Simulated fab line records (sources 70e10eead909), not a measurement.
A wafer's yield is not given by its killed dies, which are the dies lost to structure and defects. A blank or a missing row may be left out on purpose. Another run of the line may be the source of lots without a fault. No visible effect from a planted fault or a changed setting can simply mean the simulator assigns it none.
A lot that was struck, set against a sound lot || flow nand_harc || 28 out of 1302 route steps
Sound: these wafers, L145.3, L145.5, L145.6. The struck wafers were L149.4, L149.6. Last of all comes the cause.
For every step that has rows: the tool of each side, followed by ch and its chambers, followed by its first start. Under that, the readings that differ: sound wafers || struck wafers || difference of the means || sigmas: that difference in standard deviations of wafers without a fault.
alike: words and numbers the same on both sides, and readings whose means are apart by under 2 such deviations; not compared: readings that were withheld, readings missing a value for some wafer, numbers with overlapping values and no deviation given by the record, and bounds like >300 which may hide the same value.
A row with sigmas, a row that says differs or no value, or rows on one side alone: a step with any of these is where the two part. Numbers that have no deviation but don't overlap get no sigmas and don't part them. A reading that every wafer of one side lacks parts them only if that side has two wafers or more.

NHARC_A_CHANNEL_HOLE_D2_OVL_MEAS_11:
  sound on overlay-01, day 15 03:20; struck on overlay-01, day 16 17:51
  alike: overlay_x_nm, overlay_y_nm
NHARC_A_CHANNEL_HOLE_D2_INSPECT_12:
  sound on defect_inspect-01, day 15 03:23; struck on defect_inspect-02, day 16 17:53
{"reading": "raw_defect_count", "sound": "53 50 74", "struck": "9 6", "difference": -52, "sigmas": -2}
then, 5 steps without rows for these wafers: NHARC_A_CHANNEL_HOLE_D2_DESCUM_15 (chemistry O2, time 3 s); NHARC_A_CHANNEL_HOLE_D2_ETCH_38 (etches the open film in CF4, target depth 39 nm, time 65 s); NHARC_A_CHANNEL_HOLE_D2_ETCH_39 (etches the open film in N2/H2, target depth 260 nm, time 325 s); NHARC_A_CHANNEL_HOLE_D2_ETCH_34 (etches the open film in CF4/CHF3, target depth 154 nm, time 77 s); NHARC_A_CHANNEL_HOLE_D2_ETCH_16 (etches the open film in O2/COS, target depth 3100 nm, time 806 s).
NHARC_A_CHANNEL_HOLE_D2_CD_MEAS_18:
  sound on cd_sem-03, day 15 04:45; struck on cd_sem-03, day 16 19:04
{"reading": "cd_nm (nm)", "sound": "100.3 101.3 102.3", "struck": "97.0 98.9", "difference": -3.3, "sigmas": -2}
then, 2 steps without rows for these wafers: NHARC_A_CHANNEL_HOLE_D2_ETCH_19 (etches the open film in C4F8/O2/Ar, time 34.5 s); NHARC_A_CHANNEL_HOLE_D2_ETCH_20 (etches the open film in C4F8/O2/Ar, time 361.9 s, target depth 1600 nm).
NHARC_A_CHANNEL_HOLE_D2_ETCH_21: etches the open film in C4F8/O2/Ar, time 514.3 s, target depth 1600 nm.
  sound on har_etch-02 ch 0,1, day 15 05:28; struck on har_etch-01 ch 0, day 16 19:43
  alike: drypump_motor_current_A, showerhead_plenum_p_Torr, throttle_valve_pct
  not compared: rf_hours_counter_h
NHARC_A_CHANNEL_HOLE_D2_ETCH_22: etches the open film in C4F8/O2/Ar, time 666.7 s, target depth 1600 nm.
  sound on har_etch-02 ch 0,1, day 15 05:58; struck on har_etch-01 ch 0, day 16 20:12
  alike: drypump_motor_current_A, showerhead_plenum_p_Torr, throttle_valve_pct
  not compared: rf_hours_counter_h
NHARC_A_CHANNEL_HOLE_D2_ETCH_23: etches the open film in C4F8/O2/Ar, time 819 s, target depth 1600 nm.
  sound on har_etch-02 ch 0,1, day 15 06:36; struck on har_etch-01 ch 0, day 16 20:49
  alike: drypump_motor_current_A, showerhead_plenum_p_Torr, throttle_valve_pct
  not compared: rf_hours_counter_h
then, 1 step without rows for these wafers: NHARC_A_CHANNEL_HOLE_D2_ETCH_24 (etches the open film in C4F8/O2/Ar, time 906.2 s, target depth 1500 nm).
NHARC_A_CHANNEL_HOLE_D2_ETCH_25: etches the open film in C4F8/O2/Ar, time 1040.2 s, target depth 1500 nm.
  sound on har_etch-02 ch 0,1, day 15 08:10; struck on har_etch-01 ch 0, day 16 22:20
  alike: drypump_motor_current_A, showerhead_plenum_p_Torr, throttle_valve_pct
  not compared: rf_hours_counter_h
NHARC_A_CHANNEL_HOLE_D2_ETCH_26: etches the open film in C4F8/O2/Ar, time 224.1 s, target depth 300 nm.
  sound on har_etch-02 ch 0,1, day 15 08:42; struck on har_etch-01 ch 0, day 16 22:59
  alike: drypump_motor_current_A, showerhead_plenum_p_Torr, throttle_valve_pct
  not compared: rf_hours_counter_h
then, 5 steps without rows for these wafers: NHARC_A_CHANNEL_HOLE_D2_ETCH_27 (etches the open film in C4F8/O2/Ar, time 90 s, target depth 400 nm); NHARC_A_CHANNEL_HOLE_D2_STRIP_41 (strips in N2/H2); NHARC_A_CHANNEL_HOLE_D2_STRIP_42 (strips in CF4/CHF3); NHARC_A_CHANNEL_HOLE_D2_STRIP_43 (strips in O2/COS); NHARC_A_CHANNEL_HOLE_D2_ETCH_44 (etches the open film in CF4/O2, target depth 140 nm, overetch 14 nm, time 77 s).
NHARC_A_CHANNEL_HOLE_D2_STRIP_28: strips in O2.
  sound: rie_diel-12 ch 0,1,2; struck: rie_diel-13 ch 1,2
  alike: drypump_motor_current_A, oes_product_au, rf_vpp_V, showerhead_plenum_p_Torr, throttle_valve_pct
  not compared: rf_hours_counter_h
then, 2 steps without rows for these wafers: NHARC_A_CHANNEL_HOLE_D2_PRECLEAN_29 (cleans in SC1); NHARC_A_CHANNEL_HOLE_D2_SRD_30.
NHARC_A_CHANNEL_HOLE_D2_CD_MEAS_31:
  sound on cd_sem-03, day 15 10:21; struck on cd_sem-02, day 17 00:40
{"reading": "cd_nm (nm)", "sound": "90.9 90.2 91.2", "struck": "88.0 89.8", "difference": -1.9, "sigmas": -2}
following that, these wafers have no rows for 1 step: NHARC_A_CHANNEL_HOLE_D2_XSEM_32.
NHARC_A_CHANNEL_HOLE_D2_INSPECT_40:
  sound on defect_inspect-02, day 15 10:32; struck on defect_inspect-02, day 17 01:01
{"reading": "raw_defect_count", "sound": "255 363 358", "struck": "1303 1221", "difference": "+937", "sigmas": "+11"}
  not compared: hold
-- record jumps: 11 days between struck wafers' starts before vs after; left off in module A_CHANNEL_HOLE_D2, resumes in module END, first step shown is number 1302 of the route --
NHARC_END_SORT_01:
  here the record holds rows for the struck wafers (prober-02 ch 0, day 28 06:11) but none for the sound ones

== WHERE THEY PART ==
At NHARC_A_CHANNEL_HOLE_D2_INSPECT_12 first; at NHARC_END_SORT_01 last (within this record only).

WHY: what had been put in by the simulator
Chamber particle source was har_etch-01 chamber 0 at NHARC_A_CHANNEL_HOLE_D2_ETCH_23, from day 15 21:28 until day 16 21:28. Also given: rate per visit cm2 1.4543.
